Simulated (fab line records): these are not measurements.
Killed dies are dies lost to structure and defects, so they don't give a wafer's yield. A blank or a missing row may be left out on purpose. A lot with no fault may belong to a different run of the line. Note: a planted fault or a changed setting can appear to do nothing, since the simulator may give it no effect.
8D (eight disciplines) problem report, filled in by code -- flow n5-finfet -- the parts of the form that need people (team, actions taken, sign-off) are left out

## 1. WHAT WENT WRONG
Mean of barrier-field-endpoint-s at N5_BEOL_M5_CMP_52: 27.0 s across 4 wafers in 2 lots; on wafers with no fault it is 24.4 s (standard deviation 0.52). That is +5.0 standard deviations from the usual mean.
The step: polishes, stops on SiCOH lowk, t overpolish 6.9 s, target thk 62 nm.
The first sign was on wafer L114.3 at day 10 09:49, on cmp-04. At this step, 33 wafers from 11 lots have a number in the record. Rule for "out" (also "out of limits"): further than 4 standard deviations from the usual mean. Any other wafer with a number is counted as sound.

## 2. WHAT THIS IS AND IS NOT
question,is,is not
which readings at this step,barrier-field-endpoint-s,motor-current-A
which lots,"L114, L117","L111, L112, L113, L125, L127, L130, L131, L133, L134"
which wafers of those lots,"L114.3, L114.6, L117.3, L117.6","L114.5, L117.1"
read on which tools,"cmp-02, cmp-04",cmp-03
when,from day 10 09:49,"up to then (10 sound wafers); but 19 sound wafers of L117, L125, L127, L130, L131, L133, L134 came after"

## 3. WHAT RULES OUT EACH SUSPECT
Counting: any tool at a process step up to the reading remains a suspect provided it ran every lot that is out. Sound lots after the first of them don't rule it out here, since some wafers of a struck lot are sound.
- pecvd-03 at N5_BEOL_M5_PECVD_70 (deposits SiO2 from TEOS/O2, target thk 16 nm, time 18 s): kept. Every lot that is out went through it, the first being L114 (day 9 23:34); the last sound lot it ran before that was L113 (day 9 20:07).
After counting, what remains is pecvd-03 at N5_BEOL_M5_PECVD_70.

## 4. THE CAUSE (what the simulator had put in)
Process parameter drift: pecvd-03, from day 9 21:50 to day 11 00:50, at N5_BEOL_M5_PECVD_70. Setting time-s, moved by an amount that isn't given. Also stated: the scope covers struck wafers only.
The count eliminated every tool but this one.

## 5. THE CHAIN OF EFFECTS, in route order
Rows list readings where the struck wafers' mean (over those with a number) sits beyond 3 standard deviations from the usual. Scope: only readings with a usual standard deviation given in the record; hours: median across lots of the time from each lot's start at the first step in this table that gives one to its start at this step; sigmas: change in usual standard deviations.
hours,step,reading,usual,on struck wafers,change,sigmas
0,N5_BEOL_M5_CMP_52,barrier-field-endpoint-s,24.4 s,27.0,+2.6,+5.0
Its process steps:
- N5_BEOL_M5_CMP_52: polishes, stops on SiCOH lowk, t overpolish 6.9 s, target thk 62 nm.
Later measuring or inspecting steps at which every struck wafer that the step has a row for has a number for every such reading, and none has moved that far: N5_BEOL_M5_INSPECT_58.

## 6. HOW IT WOULD HAVE BEEN CAUGHT EARLIER
In this record no reading fell out of limits until day 10 09:49, 12 hours after the fault had begun at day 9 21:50.
No tool reading at N5_BEOL_M5_PECVD_70 that has a usual standard deviation in the record was out on any struck wafer, so an alarm limit of 4 standard deviations on those readings would not have fired.
Among the 2 lots that are out, L117 began N5_BEOL_M5_PECVD_70 on pecvd-03 after day 10 09:49. A hold on the tool at that time would have spared it.
